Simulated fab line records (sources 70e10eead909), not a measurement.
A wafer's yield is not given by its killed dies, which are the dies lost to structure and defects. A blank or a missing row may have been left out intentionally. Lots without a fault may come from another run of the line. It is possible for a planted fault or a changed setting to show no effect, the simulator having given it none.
Which tool was responsible? :: flow nandHarc :: 6 lots with 18 wafers sampled at 3 steps, on a route of 1302 steps

## WHAT EACH GAUGE READ, for each wafer
NHARC_P_M0_CD_MEAS_09 targets a cd of 90 nm.
lot: L279
measured: day 7 04:31
on: cdSem-03
cdNm (nm): 90.5 89.8 90.3

lot: L282
measured: day 8 02:18
on: cdSem-03
cdNm (nm): 88.9 89.1 89.6

lot: L283
measured: day 8 13:38
on: cdSem-02
cdNm (nm): 90.9 89.8 89.8

lot: L286
measured: day 9 18:42
on: cdSem-01
cdNm (nm): 91.1 90.6 90.5

lot: L288
measured: day 10 19:16
on: cdSem-01
cdNm (nm): 90.3 89.8 89.7

lot: L293
measured: day 13 01:44
on: cdSem-02
cdNm (nm): 87.7 87.6 87.9

## EACH LOT AND THE TOOL THAT RAN IT (in order: tool; ch and the chambers of the sampled wafers; start)
lot: L279
NHARC_P_CONTACT_PVD_32: pvdSputter-02, day 7 04:26 or earlier
NHARC_P_M0_PEB_07: lithoTrack-06 ch 0, day 7 04:26

lot: L282
NHARC_P_CONTACT_PVD_32: pvdSputter-02, day 8 02:13 or earlier
NHARC_P_M0_PEB_07: lithoTrack-04 ch 0, day 8 02:13

lot: L283
NHARC_P_CONTACT_PVD_32: pvdSputter-01, day 8 13:34 or earlier
NHARC_P_M0_PEB_07: lithoTrack-01 ch 0, day 8 13:34

lot: L286
NHARC_P_CONTACT_PVD_32: pvdSputter-03, day 9 18:37 or earlier
NHARC_P_M0_PEB_07: lithoTrack-06 ch 0, day 9 18:37

lot: L288
NHARC_P_CONTACT_PVD_32: pvdSputter-03, day 10 19:11 or earlier
NHARC_P_M0_PEB_07: lithoTrack-04 ch 0, day 10 19:11

lot: L293
NHARC_P_CONTACT_PVD_32: pvdSputter-01, day 13 01:40 or earlier
NHARC_P_M0_PEB_07: lithoTrack-01 ch 0, day 13 01:40
- NHARC_P_CONTACT_PVD_32: deposits Ti, target thk 5 nm, time 17.7 s.
- NHARC_P_M0_PEB_07: peb time 65 s.

## THE ANSWER, worked out from the rows above alone
Rule: what is usual is taken from the lots themselves. The widest of any qualifying gaps counts: lots, ordered by their means at a reading, are off when they make up no more than a third of the lots, leave a main group of 4 or more, and stand apart from it by 3 or more times the standard deviation of that group's means. The tables above print the reading to a certain number of digits; a main group whose means all agree to those digits is not used. Also off: a lot with no number at a reading for which 4 or more lots have one. Any other lot the step has rows for is counted as sound.
Across all readings shown, no lot is off: no conclusion can be drawn from this.

## WHAT WAS PUT IN BY THE SIMULATOR
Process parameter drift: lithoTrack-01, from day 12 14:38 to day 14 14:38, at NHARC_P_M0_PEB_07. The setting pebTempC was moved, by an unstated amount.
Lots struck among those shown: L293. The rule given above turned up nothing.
